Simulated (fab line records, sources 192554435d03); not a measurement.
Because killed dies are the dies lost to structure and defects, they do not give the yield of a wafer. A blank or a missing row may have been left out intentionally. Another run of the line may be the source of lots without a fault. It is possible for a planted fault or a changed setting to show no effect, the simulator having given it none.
Split-lot study | flow n5 finfet | route with 1938 steps; 7 lots, 21 wafers read

== THE SPLIT ==
At N5_BEOL_M14_TRENCH_ETCH_34 (etches SiO2 in C4F8/O2/Ar, target depth 556.65 nm, time 126.9 s), the setting time s was moved away from the recipe's 126.9 s on 7 of the 21 wafers read, by -13.9% to +9.3%. All remaining wafers had this setting at the recipe value.

== FROM THE SPLIT TO THE READING: what the file shows between them, 8 steps ==
- N5_BEOL_M14_STRIP_70: strips in C4F8/O2/Ar
- N5_BEOL_M14_OCD_MEAS_35
- N5_BEOL_M14_SPUTTER_45: material Cu, target thk 100 nm, time 16.67 s (also split here: power w)
- N5_BEOL_M14_ECD_47: material Cu, target thk 1248 nm
- N5_BEOL_M14_ANNEAL_48: time 90 s
- N5_BEOL_M14_CMP_49: polishes, stops on SiO2, t overpolish 5.2 s, target thk 560 nm
- N5_BEOL_M14_PRE_CLEAN_52: time 15 s
- N5_BEOL_M14_DEP_53: deposits SiCN from 3MS/NH3, target thk 50 nm, time 17.8 s

== THE READING ==
M14_RS in ohm/sq, measured at N5_BEOL_M14_RS_MEAS_54 by four-point-probe. Fault-free wafers of this fab line usually give 0.0331 ohm/sq, standard deviation 0.00048 ohm/sq.

wafer  | tool, chamber at the split | time s as run, s | against the recipe | M14_RS, ohm/sq | against lot-mates on the recipe
L074.1 | rie diel-03, 3             | 126.9            | recipe             | 0.0323         | -
L074.4 | rie diel-03, 1             | 138.7            | +9.3%              | 0.0301         | -0.0022
L074.5 | rie diel-03, 0             | 138.7            | +9.3%              | 0.0304         | -0.0019
L080.2 | rie diel-03, 2             | 110.5            | -12.9%             | 0.0379         | +0.0051
L080.4 | rie diel-03, 0             | 126.9            | recipe             | 0.0328         | -
L080.5 | rie diel-03, 1             | 110.5            | -12.9%             | 0.0376         | +0.0048
L081.2 | rie diel-02, 3             | 126.9            | recipe             | 0.0337         | -
L081.5 | rie diel-02, 1             | 126.9            | recipe             | 0.0333         | -
L081.6 | rie diel-02, 2             | 126.9            | recipe             | 0.0331         | -
L085.3 | rie diel-03, 2             | 126.9            | recipe             | 0.0337         | -
L085.4 | rie diel-03, 3             | 126.9            | recipe             | 0.0327         | -
L085.6 | rie diel-03, 2             | 126.9            | recipe             | 0.0336         | -
L087.1 | rie diel-03, 0             | 126.9            | recipe             | 0.0336         | -
L087.2 | rie diel-03, 3             | 126.9            | recipe             | 0.0324         | -
L087.4 | rie diel-03, 0             | 126.9            | recipe             | 0.0336         | -
L091.1 | rie diel-03, 3             | 126.9            | recipe             | 0.0324         | -
L091.2 | rie diel-03, 1             | 135.5            | +6.8%              | 0.0306         | -0.0018
L091.6 | rie diel-03, 1             | 135.5            | +6.8%              | 0.0305         | -0.0019
L095.2 | rie diel-03, 0             | 109.3            | -13.9%             | 0.0391         | +0.0062
L095.3 | rie diel-03, 2             | 126.9            | recipe             | 0.0320         | -
L095.6 | rie diel-03, 0             | 126.9            | recipe             | 0.0337         | -

THE FIT
A straight line over all 21 wafers: M14_RS changes by -0.000367 ohm/sq for each +1% of time s; r = -0.97; the points scatter about the line by 0.00058 ohm/sq.
The same after taking each lot's own level away (the mean of its wafers on the recipe; 21 wafers): -0.000349 ohm/sq for each +1%; r = -0.96; scatter 0.00063 ohm/sq.
According to that fit, moving time s by its largest amount changes the reading by 0.0048 ohm/sq.
The lots' own levels span 0.03230 to 0.03337 ohm/sq, that is 2.2 times the standard deviation above.
The two slopes agree, so the slope changes little with the lot-to-lot level.
Check: +0.00466 ohm/sq against its lot-mates is what the line predicts for one of the wafers moved furthest among these (-13.9%) when that wafer is left out of the fit. Against them it came out at +0.00625 ohm/sq.

== OTHER SPLITS ON THESE WAFERS ==
Note: prior to the reading, these wafers also went through further splits. Each is held against what the fit with the lots' levels taken away leaves over:
other split on the same wafers | wafers away from the commonest value | r with M14_RS (lot level and that fit taken away)
N5_BEOL_M13_COAT_65 spin rpm   | 6                                    | -0.19
N5_BEOL_M14_SPUTTER_45 power w | 6                                    | -0.15

== THE WHOLE CHAIN: every reading that the file lists as answering this split, in the file's order ==
step                       | what it does                                                    | reading                                                                       | change (the file's fit)              | r (the file's)
N5_BEOL_M14_TRENCH_ETCH_34 | etches SiO2 in C4F8/O2/Ar, target depth 556.65 nm, time 126.9 s | etch.depth nm (the simulator's own value, which no gauge read)                | +5.63 nm for each +1% of the setting | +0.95
N5_BEOL_M14_OCD_MEAS_35    |                                                                 | trench depth nm                                                               | +5.6 nm for each +1% of the setting  | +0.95
N5_BEOL_M14_CMP_49         | polishes, stops on SiO2, t overpolish 5.2 s, target thk 560 nm  | Cu_of_BEOL_M14_ECD_47.thk nm (the simulator's own value, which no gauge read) | +5.27 nm for each +1% of the setting | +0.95
N5_BEOL_M14_RS_MEAS_54     | measures by four-point-probe                                    | M14_RS                                                                        | -0.00037 for each +1% of the setting | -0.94

== FILE'S OWN FIT ==
M14_RS changes by -0.00037 ohm/sq for each +1% of time s, r = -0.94.
